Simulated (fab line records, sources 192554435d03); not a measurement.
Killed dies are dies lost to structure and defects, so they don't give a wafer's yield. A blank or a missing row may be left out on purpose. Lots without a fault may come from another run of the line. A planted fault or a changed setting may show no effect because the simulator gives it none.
Which tool did it? | flow n5_finfet | 9 lots, 27 wafers sampled, at 6 steps of a route of 1938

WHAT THE GAUGES READ, wafer by wafer
N5_WELL_APT_CD_MEAS_08: target cd 200 nm. Usual: cd_nm 200.4 nm, standard deviation 2.
lot  | measured    | on        | cd_nm (nm)        | flag
L979 | day 2 01:34 | cd_sem-03 | 198.5 200.5 199.1 |
L980 | day 2 08:00 | cd_sem-01 | 199.6 198.7 198.3 |
L981 | day 2 14:45 | cd_sem-02 | 198.2 199.4 202.4 |
L982 | day 2 19:39 | cd_sem-02 | 200.2 200.5 199.5 |
L988 | day 4 07:42 | cd_sem-02 | 201.3 201.9 201.2 |
L993 | day 5 13:41 | cd_sem-01 | 200.3 200.7 199.9 |
L994 | day 5 19:34 | cd_sem-01 | 199.0 197.7 202.3 |
L999 | day 7 01:41 | cd_sem-01 | 201.2 199.9 201.0 |
L100 | day 7 07:34 | cd_sem-02 | 199.3 202.1 199.6 |

N5_PMOS_HMC_CHANNEL_EPI_INSPECT_11: inspects for defects (macro). Usual: raw_defect_count 2.1, standard deviation 1.5.
lot  | measured    | on                | raw_defect_count | flag
L979 | day 2 05:15 | defect_inspect-01 | 3 4 2            |
L980 | day 2 12:05 | defect_inspect-01 | 0 5 1            |
L981 | day 2 18:37 | defect_inspect-01 | 2 5 2            |
L982 | day 2 23:22 | defect_inspect-01 | 3 2 2            |
L988 | day 4 11:37 | defect_inspect-01 | 4 2 2            |
L993 | day 5 17:28 | defect_inspect-01 | 4 2 1            |
L994 | day 5 23:11 | defect_inspect-01 | 244 1 >300       | OFF
L999 | day 7 05:29 | defect_inspect-02 | 2 1 2            |
L100 | day 7 13:44 | defect_inspect-01 | 3 9 5            |

N5_BEOL_M4_RC_MEAS_101. Usual: DIBL_N 35.4 mV/V, standard deviation 2.1; DIBL_P 34.8 mV/V, standard deviation 2.6; IOFF_N 0.15 nA/um, standard deviation 0.037; IOFF_P 0.19 nA/um, standard deviation 0.037; ION_N 677 uA/um, standard deviation 16; ION_P 462 uA/um, standard deviation 9.3; SS_N 71.4 mV/dec, standard deviation 0.75; SS_P 72.9 mV/dec, standard deviation 0.77; VT_N 250 mV, standard deviation 3.7; VT_P -251 mV, standard deviation 3.5.
lot  | measured     | on        | DIBL_N (mV/V)  | DIBL_P (mV/V)  | IOFF_N (nA/um) | IOFF_P (nA/um) | ION_N (uA/um) | ION_P (uA/um) | SS_N (mV/dec)  | SS_P (mV/dec)  | VT_N (mV)   | VT_P (mV)      | flag
L979 | day 9 05:58  | prober-01 | 35.3 36.9 31.4 | 35.4 36.0 29.3 | 0.15 0.16 0.09 | 0.19 0.18 0.12 | 690 677 657   | 464 453 449   | 71.8 71.4 70.0 | 73.3 72.7 71.3 | 245 250 256 | -253 -255 -259 |
L980 | day 9 06:27  | prober-02 | 34.7 31.1 35.3 | 35.4 31.0 35.7 | 0.15 0.09 0.14 | 0.18 0.13 0.19 | 697 665 679   | 463 461 464   | 70.7 70.3 71.1 | 72.6 71.1 72.5 | 249 256 249 | -256 -256 -252 |
L981 | day 9 08:56  | prober-02 | 39.0 32.9 37.2 | 37.7 31.1 35.9 | 0.24 0.12 0.20 | 0.23 0.15 0.21 | 679 672 688   | 456 463 465   | 72.0 70.8 72.7 | 74.2 72.4 73.9 | 245 255 245 | -248 -252 -248 |
L982 | day 9 12:27  | prober-02 | 35.6 33.2 32.8 | 35.9 32.4 32.0 | 0.15 0.11 0.11 | 0.20 0.14 0.15 | 677 669 647   | 461 459 454   | 71.1 70.3 71.4 | 73.5 71.7 72.9 | 253 255 253 | -249 -254 -253 |
L988 | day 11 11:31 | prober-02 | 34.3 39.5 32.7 | 34.2 41.3 31.6 | 0.13 0.25 0.11 | 0.17 0.31 0.14 | 660 712 669   | 454 480 457   | 71.3 72.6 70.9 | 71.9 74.3 72.1 | 251 242 253 | -253 -243 -254 |
L993 | day 12 14:50 | prober-01 | 37.6 35.6 38.4 | 37.1 36.4 37.6 | 0.17 0.13 0.22 | 0.22 0.20 0.24 | 678 662 669   | 467 464 460   | 71.9 71.2 72.4 | 73.8 72.4 73.7 | 248 254 249 | -246 -250 -248 |
L994 | day 12 05:58 | prober-01 | 33.1 32.3 33.5 | 32.2 31.9 33.4 | 0.11 0.11 0.13 | 0.15 0.15 0.16 | 662 682 668   | 448 472 456   | 69.8 70.4 71.0 | 71.9 73.0 72.7 | 252 253 251 | -255 -253 -251 |
L999 | day 14 15:19 | prober-01 | 35.5 32.7 35.4 | 35.0 31.9 36.6 | 0.15 0.11 0.16 | 0.23 0.18 0.25 | 676 672 688   | 468 472 474   | 71.7 70.3 71.5 | 73.1 71.7 72.9 | 254 254 249 | -243 -247 -244 |
L100 | day 14 14:02 | prober-02 | 38.0 36.1 36.0 | 40.0 37.1 36.9 | 0.22 0.18 0.17 | 0.26 0.23 0.21 | 710 701 689   | 477 476 467   | 72.6 71.7 71.4 | 73.7 73.3 73.6 | 242 247 246 | -247 -250 -250 |

WHICH TOOL RAN EACH LOT (tool, then ch and the chambers of the sampled wafers, then the start)
lot  | N5_ZERO_LAYER_ETCH_18           | N5_PMOS_HMC_CHANNEL_EPI_HM_DEP_34 | N5_PMOS_HMC_CHANNEL_EPI_ETCH_38
L979 | rie_si-02 ch 0,3, day 2 00:47   | pecvd-04 ch 1, day 2 04:46        | rie_si-04 ch 0,2, day 2 05:43
L980 | rie_si-05 ch 1,2,3, day 2 07:14 | pecvd-03 ch 0,1,2, day 2 11:45    | rie_si-06 ch 0,1,3, day 2 12:50
L981 | rie_si-03 ch 0,1,3, day 2 13:59 | pecvd-01 ch 1, day 2 18:07        | rie_si-01 ch 0,3, day 2 19:06
L982 | rie_si-03 ch 2,3, day 2 18:53   | pecvd-01 ch 0,1, day 2 22:55      | rie_si-01 ch 1,2,3, day 3 00:01
L988 | rie_si-02 ch 0,3, day 4 06:48   | pecvd-04 ch 0,1,2, day 4 11:17    | rie_si-01 ch 0,1, day 4 12:05
L993 | rie_si-03 ch 2,3, day 5 12:55   | pecvd-04 ch 0,1, day 5 17:08      | rie_si-06 ch 0,2,3, day 5 18:03
L994 | rie_si-02 ch 1,3, day 5 18:47   | pecvd-04 ch 0,1, day 5 22:43      | rie_si-06 ch 0,1, day 5 23:39
L999 | rie_si-02 ch 0,1,2, day 7 00:55 | pecvd-01 ch 0,1,2, day 7 05:01    | rie_si-04 ch 0,1,3, day 7 05:57
L100 | rie_si-03 ch 1,2, day 7 06:47   | pecvd-01 ch 0,1, day 7 13:24      | rie_si-04 ch 0,2,3, day 7 14:13
- N5_ZERO_LAYER_ETCH_18: etches Si in HBr/Cl2, target depth 120 nm, time 40 s.
- N5_PMOS_HMC_CHANNEL_EPI_HM_DEP_34: deposits SiO2 from TEOS/O2, target thk 36 nm, time 6.9 s.
- N5_PMOS_HMC_CHANNEL_EPI_ETCH_38: etches SiO2 in CF4, target depth 1.5 nm.

WHAT THE TOOLS THEMSELVES READ (means of the sampled wafers that have a number; where no wafer has one, the mark that the record gives instead)
N5_ZERO_LAYER_ETCH_18. Usual: drypump_motor_current_A 5.9 A, standard deviation 0.44; oes_product_au 1.004 a.u., standard deviation 0.013; throttle_valve_pct 36.1 %, standard deviation 0.31.
lot  | tool      | drypump_motor_current_A (A) | oes_product_au (a.u.) | throttle_valve_pct (%) | flag
L979 | rie_si-02 | 5.6                         | 1.021                 | 35.7                   |
L980 | rie_si-05 | 5.6                         | 1.011                 | 36.2                   |
L981 | rie_si-03 | 6.0                         | 0.994                 | 36.0                   |
L982 | rie_si-03 | 6.5                         | 1.004                 | 35.8                   |
L988 | rie_si-02 | 5.6                         | 1.017                 | 35.7                   |
L993 | rie_si-03 | 6.5                         | 1.006                 | 36.0                   |
L994 | rie_si-02 | 5.8                         | 0.996                 | 36.1                   |
L999 | rie_si-02 | 5.9                         | 1.001                 | 36.2                   |
L100 | rie_si-03 | 6.2                         | 1.008                 | 36.3                   |

N5_PMOS_HMC_CHANNEL_EPI_HM_DEP_34. Usual: chamber_pressure_Torr 6.501 Torr, standard deviation 0.015; heater_power_w 613 W, standard deviation 96; showerhead_plenum_p_Torr 8.33 Torr, standard deviation 0.041; throttle_valve_pct 18.2 %, standard deviation 0.94.
lot  | tool     | chamber_pressure_Torr (Torr) | heater_power_w (W) | showerhead_plenum_p_Torr (Torr) | throttle_valve_pct (%) | flag
L979 | pecvd-04 | 6.477                        | 666                | 8.37                            | 17.7                   |
L980 | pecvd-03 | 6.505                        | 696                | 8.31                            | 18.3                   |
L981 | pecvd-01 | 6.512                        | 479                | 8.31                            | 19.9                   |
L982 | pecvd-01 | 6.501                        | 586                | 8.33                            | 18.9                   |
L988 | pecvd-04 | 6.492                        | 540                | 8.33                            | 17.4                   |
L993 | pecvd-04 | 6.504                        | 629                | 8.34                            | 17.6                   |
L994 | pecvd-04 | 6.482                        | 595                | 8.32                            | 17.5                   |
L999 | pecvd-01 | 6.506                        | 551                | 8.34                            | 18.8                   |
L100 | pecvd-01 | 6.500                        | 637                | 8.33                            | 18.3                   |

N5_PMOS_HMC_CHANNEL_EPI_ETCH_38. Usual: drypump_motor_current_A 5.6 A, standard deviation 0.45; oes_product_au 0.988 a.u., standard deviation 0.019; throttle_valve_pct 21.91 %, standard deviation 0.25.
lot  | tool      | drypump_motor_current_A (A) | oes_product_au (a.u.) | throttle_valve_pct (%) | flag
L979 | rie_si-04 | 5.6                         | 0.989                 | 22.03                  |
L980 | rie_si-06 | 6.0                         | 0.994                 | 21.80                  |
L981 | rie_si-01 | 5.4                         | 0.973                 | 22.00                  |
L982 | rie_si-01 | 5.4                         | 0.990                 | 22.02                  |
L988 | rie_si-01 | 5.3                         | 0.964                 | 22.13                  |
L993 | rie_si-06 | 6.1                         | 0.984                 | 21.90                  |
L994 | rie_si-06 | 5.7                         | 1.000                 | 21.89                  |
L999 | rie_si-04 | 5.8                         | 1.005                 | 21.93                  |
L100 | rie_si-04 | 5.7                         | 0.988                 | 21.98                  |

THE ANSWER, worked out from the rows above alone
Rule: a lot is off if the mean of its wafers that have a number lies more than 3 standard deviations from the usual mean. A lot without any number at a reading at which 4 lots or more have one is off too. The other lots that the step has rows for count as sound. The gauges are gone through in route order, then the tools' own readings, and for those a lot's mean is taken as printed above. The first step at which some lot is off is used, and at that step the reading that is off furthest; a lot without a number counts as furthest.
Off: L994, at N5_PMOS_HMC_CHANNEL_EPI_INSPECT_11 (raw_defect_count).
A tool fits if, at a process step before that reading, it ran every lot that is off, and no sound lot after the first of them. The gauges at N5_PMOS_HMC_CHANNEL_EPI_INSPECT_11 are tried like those tools. One fits: pecvd-04 at N5_PMOS_HMC_CHANNEL_EPI_HM_DEP_34. Its last sound lot is L993 (day 5 17:08), its first lot that is off L994 (day 5 22:43): a fault that began between those two fits.

WHAT THE SIMULATOR HAD PUT IN
Chamber particle source: pecvd-04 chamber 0, from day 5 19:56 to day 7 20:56, at N5_PMOS_HMC_CHANNEL_EPI_HM_DEP_34. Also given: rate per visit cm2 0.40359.
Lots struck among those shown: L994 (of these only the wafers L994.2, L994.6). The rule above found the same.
